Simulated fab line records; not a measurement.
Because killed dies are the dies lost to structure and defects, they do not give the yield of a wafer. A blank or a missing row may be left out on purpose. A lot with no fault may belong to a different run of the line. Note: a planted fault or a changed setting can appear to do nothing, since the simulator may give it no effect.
Chamber matching ; flow n5_finfet ; 4 sister chambers for N5_BEOL_M0_SAQP_MANDREL2_REMOVE_110 on rie_si-03
The step chemistry HBr/Cl2/O2, target a-Si, stops on SiCN, bt time 10 s. 8 wafers are shown with their chamber, then 9 later ones without.

== WAFERS, EACH WITH ITS CHAMBER ==
wafer;chamber;throttle_valve_pct (%);oes_product_au (a.u.)
L077.2;0;36.1;1.011
L084.6;2;36.6;0.996
L087.1;1;37.1;0.991
L087.3;0;36.1;1.031
L087.5;3;37.1;0.990
L089.2;3;37.0;0.986
L089.3;2;36.6;1.018
L089.4;1;37.1;1.008

== WAFERS MISSING THEIR CHAMBER ==
wafer;throttle_valve_pct (%);oes_product_au (a.u.)
L091.3;36.1;1.015
L091.4;36.6;1.008
L091.5;37.0;1.002
L093.1;37.1;1.001
L093.4;36.1;1.023
L093.5;36.6;1.004
L097.2;37.0;0.993
L097.3;36.1;1.004
L097.5;36.1;1.015

== WHICH CHAMBER EACH ONE RAN IN ==
wafer;from the rows above;in truth
L091.3;0;0
L091.4;2;2
L091.5;can't be placed: 3 or 1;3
L093.1;can't be placed: 1 or 3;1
L093.4;0;0
L093.5;2;2
L097.2;can't be placed: 3 or 1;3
L097.3;0;0
L097.5;0;0
Placed correctly: 6 of 9. Can't be placed from these rows: 3 (the true chamber is among the candidates in 3). 0 placed wrongly.
How it was worked out, from the rows above alone: a wafer's distance from a chamber is the root of the sum, over the readings, of the square of ((its reading less the chamber's mean) divided by the reading's scatter). The wafer belongs to the nearest chamber; if the next one is less than 2 further off, it can't be placed. A chamber's mean is the mean of its shown wafers. The scatter: take each reading less its chamber's mean, square it, sum over the shown wafers, divide by the number of wafers less the number of chambers, and take the root.
